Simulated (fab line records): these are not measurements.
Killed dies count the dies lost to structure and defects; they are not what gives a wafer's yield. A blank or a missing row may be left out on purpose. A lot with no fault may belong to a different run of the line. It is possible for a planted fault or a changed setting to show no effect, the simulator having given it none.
What tool caused it? -- flow n5-finfet -- 33 wafers sampled from 11 lots at 1 step of a route of 1938

== WHAT THE GAUGES READ, wafer by wafer ==
N5_BEOL_M4_OVL_MEAS_12.
lot,measured,on,M4_OVL (nm)
L075,day 7 20:52,overlay-01,-0.5 0.2 0.3
L079,day 8 19:54,overlay-01,1.0 1.7 -0.2
L078,day 9 04:16,overlay-02,-0.3 -0.9 -0.7
L082,day 9 13:12,overlay-01,0.8 0.8 0.9
L084,day 10 12:36,overlay-02,1.3 0.3 -1.7
L087,day 10 18:46,overlay-01,0.0 -0.8 0.3
L088,day 11 08:02,overlay-02,0.3 0.0 -0.2
L091,day 12 01:21,overlay-02,-0.1 -1.5 -1.2
L093,day 12 05:19,overlay-01,0.5 0.8 -0.5
L095,day 13 01:21,overlay-01,0.0 -0.7 -1.2
L097,day 13 16:56,overlay-02,1.0 0.2 0.2

== EACH LOT AND THE TOOL THAT RAN IT (in order: tool; ch and the chambers of the sampled wafers; start) ==
There is no process step in the record ahead of these readings.

== THE ANSWER, worked out from the rows above alone ==
Rule: the lots themselves supply what counts as usual. The widest of any qualifying gaps counts: lots, ordered by their means at a reading, are off when they make up no more than a third of the lots, leave a main group of 4 or more, and stand apart from it by 3 or more times the standard deviation of that group's means. If all means in a main group match to the digits the tables above print for the reading, that group is not used. A lot without any number at a reading at which 4 lots or more have one is off too. The other lots that the step has rows for count as sound.
No lot is off at any reading shown: from this, nothing can be told.

== WHAT WAS PUT IN BY THE SIMULATOR ==
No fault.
